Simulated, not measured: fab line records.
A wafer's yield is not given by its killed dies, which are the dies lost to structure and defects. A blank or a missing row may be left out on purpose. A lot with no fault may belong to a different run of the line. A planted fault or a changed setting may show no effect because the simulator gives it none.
One fault seen from 2 desks ; flow nand-harc ; numbers are kept per desk, each desk with only its own; the story behind them comes last

== THE METROLOGY DESK ==
What the gauges read, lot by lot, whatever tool the lot ran on: means of the sampled wafers that have a number. A lot is out of limits, marked OUT, if its mean lies more than 4 standard deviations from the usual mean; the brackets give that distance.
Columns: A = thk-nm at NHARC_A_DECK1_JOINT_THK_MEAS_14, usual 51.0 nm; B = thk-nm at NHARC_A_DECK1_JOINT_THK_MEAS_17, usual 44.9 nm; C = thk-nm at NHARC_A_ONON_D2_THK_MEAS_34, usual 200 nm
lot;first seen here;A;B;C
L827;day 11 06:03;50.1;45.5;197
L829;day 11 20:15;50.7;45.4;200
L831;day 12 15:31;49.4;45.6;236 (+11) OUT
L834;day 14 18:22;52.2;44.7;200
L841;day 17 14:48;50.8;45.8;203
L843;day 18 00:43;50.1;44.9;198
L844;day 18 16:52;51.5;44.4;199
L845;day 18 19:40;50.7;44.9;198
L846;day 19 18:46;50.5;43.9;203
L848;day 20 12:24;51.5;43.3;201
L849;day 21 01:30;51.1;44.9;198
L850;day 21 01:30;52.4;45.1;201
This desk's finding: out of limits on L831; first on L831, day 14 06:20 (thk-nm at NHARC_A_ONON_D2_THK_MEAS_34). L827, L829, L834, L841, L843, L844, L845, L846, L848, L849, L850 stayed within limits.

== FOR THE TOOL OWNER'S DESK: pecvd-04 ==
The tool's own readings at NHARC_A_ONON_D2_DEP_33 (deposits SiO2, target thk 200 nm): means of the sampled wafers that have a number, for each lot that ran on this tool. A lot is out of limits, marked OUT, if its mean lies more than 4 standard deviations from the usual mean; the brackets give that distance.
Columns: A = heater-power-w at NHARC_A_ONON_D2_DEP_33, usual 561 W; B = susceptor-temp-C at NHARC_A_ONON_D2_DEP_33, usual 399.99 C; C = throttle-valve-pct at NHARC_A_ONON_D2_DEP_33, usual 15.8 %
lot;first seen here;A;B;C
L829;day 13 08:53;616;399.91;15.9
L831;day 14 05:58;551;400.03;16.2
L843;day 19 12:38;612;399.93;16.0
L848;day 21 22:56;608;400.03;16.2
L849;day 22 12:02;637;400.09;16.2
This desk's verdict: no lot among the 5 shows anything out of limits.

== ALL TOGETHER ==
The metrology desk could have raised an alarm at day 14 06:20, on L831.
Nothing out of limits was seen by the tool owner's desk.
The tool owner's desk has L831 on record, within its limits.
On pecvd-04, each named lot ran NHARC_A_ONON_D2_DEP_33.

== WHAT WAS PUT IN BY THE SIMULATOR ==
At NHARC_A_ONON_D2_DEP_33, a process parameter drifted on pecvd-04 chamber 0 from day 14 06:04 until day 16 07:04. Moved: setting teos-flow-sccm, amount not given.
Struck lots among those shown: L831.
Delay in hours, fault start to first out-of-limits reading, per desk: metrology desk 0.
